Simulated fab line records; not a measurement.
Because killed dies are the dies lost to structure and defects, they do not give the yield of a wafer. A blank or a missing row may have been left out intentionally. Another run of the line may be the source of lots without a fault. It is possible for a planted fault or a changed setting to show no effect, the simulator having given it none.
Matching of chambers + flow nandHarc + rieDiel-02 running NHARC_P_CONTACT_DESCUM_17: 4 sister chambers
The step chemistry O2, time 3 s. 4 wafers are shown with their chamber, then 7 later ones without.

WAFERS PAIRED WITH THEIR CHAMBERS
| wafer  | chamber | showerheadPlenumPTorr (Torr) |
|--------|---------|------------------------------|
| L081.5 | 2       | 1.82                         |
| L086.2 | 0       | 1.88                         |
| L087.1 | 3       | 1.83                         |
| L087.2 | 1       | 1.87                         |

WAFERS WHOSE CHAMBER IS MISSING
| wafer  | showerheadPlenumPTorr (Torr) |
|--------|------------------------------|
| L087.6 | 1.88                         |
| L089.2 | 1.88                         |
| L089.4 | 1.86                         |
| L089.6 | 1.82                         |
| L095.1 | 1.82                         |
| L095.2 | 1.86                         |
| L095.6 | 1.86                         |

EACH ONE'S CHAMBER
| wafer  | from the rows above     | in truth |
|--------|-------------------------|----------|
| L087.6 | can't be placed: 0 or 1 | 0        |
| L089.2 | can't be placed: 0 or 1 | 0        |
| L089.4 | can't be placed: 1 or 0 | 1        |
| L089.6 | can't be placed: 2 or 3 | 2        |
| L095.1 | can't be placed: 2 or 3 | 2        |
| L095.2 | can't be placed: 1 or 0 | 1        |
| L095.6 | can't be placed: 1 or 0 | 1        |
Placed correctly: 0 of 7. Can't be placed from these rows: 7 (the true chamber is among the candidates in 7). Placed wrongly: 0.
How it was worked out, from the rows above alone: a wafer's distance from a chamber is the root of the sum, over the readings, of the square of ((its reading less the chamber's mean) divided by the reading's scatter). If the next closest chamber is less than 2 further off than the closest, the wafer can't be placed; otherwise it belongs to the closest. For every chamber, the mean is computed from those of its wafers that are shown. The scatter: with one shown wafer a chamber, the root of the mean of the squares of how far each hidden wafer lies from its nearest shown one.
